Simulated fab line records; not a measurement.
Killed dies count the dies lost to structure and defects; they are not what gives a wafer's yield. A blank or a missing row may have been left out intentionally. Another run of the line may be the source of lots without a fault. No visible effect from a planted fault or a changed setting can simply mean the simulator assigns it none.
Which tool is to blame?	flow n5Finfet	36 wafers sampled from 12 lots at 1 step of a route of 1938

WHAT EACH GAUGE READ, for each wafer
N5_BEOL_M2_CD_MEAS_28: target cd 26.2 nm, target cd y 24.1 nm.
lot	measured	on	cdNm (nm)
L076	day 7 06:04	cdSem-02	26.06 26.47 26.44
L074	day 7 19:27	cdSem-03	26.55 26.18 26.00
L078	day 7 21:38	cdSem-03	26.05 26.12 26.71
L081	day 8 04:33	cdSem-02	26.39 25.90 25.83
L083	day 9 03:03	cdSem-02	26.46 26.56 25.98
L085	day 9 13:13	cdSem-01	25.74 26.03 26.12
L087	day 10 05:35	cdSem-02	26.24 26.24 26.76
L089	day 10 08:42	cdSem-03	26.18 26.06 26.17
L091	day 10 19:29	cdSem-02	26.06 26.30 25.85
L093	day 11 07:05	cdSem-01	26.08 26.21 25.91
L096	day 11 23:28	cdSem-01	26.41 25.82 26.41
L097	day 12 06:35	cdSem-01	25.90 25.70 26.02

TOOL THAT RAN EACH LOT (tool first, then ch and the chambers of the sampled wafers, then the start)
No process step before these readings appears in the record.

THE ANSWER, worked out from the rows above alone
Rule: the usual values come from the lots themselves. The widest of any qualifying gaps counts: lots, ordered by their means at a reading, are off when they make up no more than a third of the lots, leave a main group of 4 or more, and stand apart from it by 3 or more times the standard deviation of that group's means. Not used: any main group whose means are identical at the precision the tables above print for the reading. A lot without any number at a reading at which 4 lots or more have one is off too. All remaining lots with rows at the step are treated as sound.
No lot is off at any reading shown: from this, nothing can be told.

WHAT HAD BEEN PUT IN BY THE SIMULATOR
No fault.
